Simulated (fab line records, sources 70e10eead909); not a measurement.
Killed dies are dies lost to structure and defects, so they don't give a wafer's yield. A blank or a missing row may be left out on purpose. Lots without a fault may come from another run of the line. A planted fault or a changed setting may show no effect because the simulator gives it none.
A struck lot beside a sound one | flow nand_harc | 13 steps out of a route of 1159
Sound: wafers L338.1, L338.4, L338.5. Struck: wafers L349.2, L349.4, L349.5. The cause comes at the end.
At each step with rows: each side's tool, then ch and its chambers, then its first start. Under that, the readings that differ: sound wafers | struck wafers | difference of the means | sigmas: that difference in standard deviations of wafers without a fault.
alike: readings whose means differ by less than 2 such deviations, and words and numbers that are the same on both sides. not compared: withheld readings, readings that some wafer has no value for, bounds like >300 that may hide the same value, and numbers for which the record gives no deviation and whose values overlap.
The two part at a step that has a row with sigmas, a row that says differs or no value, or rows on one side only. Numbers that don't overlap but have no deviation are shown without sigmas and don't part them. A reading that every wafer of one side lacks parts them only if that side has two wafers or more.

first, 1 step without rows for these wafers: NHARC_A_SLIT_STRIP_28 (strips in O2/COS).
NHARC_A_SLIT_ETCH_29: etches the open film in CF4/O2, target depth 100 nm, overetch 10 nm, time 55 s.
  sound on rie_diel-13 ch 0,2,3, day 15 17:53; struck on rie_diel-10 ch 0,2,3, day 18 05:43
  alike: drypump_motor_current_A, oes_product_au, rf_vpp_V, showerhead_plenum_p_Torr, throttle_valve_pct
  not compared: rf_hours_counter_h
NHARC_A_SLIT_STRIP_18: strips in O2.
  sound on rie_diel-13 ch 0,1; struck on rie_diel-10 ch 1,3
  alike: drypump_motor_current_A, oes_product_au, rf_vpp_V, showerhead_plenum_p_Torr, throttle_valve_pct
  not compared: rf_hours_counter_h
then, 2 steps without rows for these wafers: NHARC_A_SLIT_PRECLEAN_19 (cleans in SC1); NHARC_A_SLIT_SRD_20.
NHARC_A_SLIT_CD_MEAS_21:
  sound on cd_sem-03, day 15 18:26; struck on cd_sem-02, day 18 06:16
  alike: cd_nm
then, 3 steps without rows for these wafers: NHARC_A_SIN_REMOVE_WET_00 (chemistry H3PO4, time 15300 s); NHARC_A_SIN_REMOVE_PRECLEAN_01 (cleans in SC1); NHARC_A_SIN_REMOVE_SRD_02.
NHARC_A_SIN_REMOVE_INSPECT_04:
  sound on defect_inspect-02, day 16 00:22; struck on defect_inspect-01, day 18 14:01
  alike: raw_defect_count
NHARC_A_WL_FILL_ALD_00: deposits Al2O3, target thk 3 nm, pulse time 3 s, ald cycles 30.
  sound on ald_hk-02 ch 0,1,3, day 16 00:39; struck on ald_hk-02 ch 0,3, day 18 14:05
  alike: heater_power_w, precursor_pulse_height_rel
NHARC_A_WL_FILL_RTA_01: time 5 s.
  sound on rtp_anneal-01 ch 0, day 16 00:52; struck on rtp_anneal-01, day 18 14:22
  no value came back on the struck wafers for anneal_temp_c_max, lamp_power_pct (%), wafer_temp_C_max; on the sound wafers anneal_temp_c_max reads 1003.9 1004.1 1003.3
NHARC_A_WL_FILL_ALD_02: deposits TiN, target thk 2 nm, pulse time 3 s, ald cycles 100.
  sound on ald_metal-04 ch 0,3, day 16 01:05; struck on ald_metal-04 ch 0,2, day 18 14:35
  alike: heater_power_w, precursor_pulse_height_rel

WHERE THEY PART
Only at NHARC_A_WL_FILL_RTA_01, within this record. Later steps at which nothing parts them and some readings are alike: NHARC_A_WL_FILL_ALD_02.

WHY: what the simulator had put in
Skipped step whole: rtp_anneal-01, from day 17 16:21 on, at NHARC_A_WL_FILL_RTA_01. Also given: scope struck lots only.
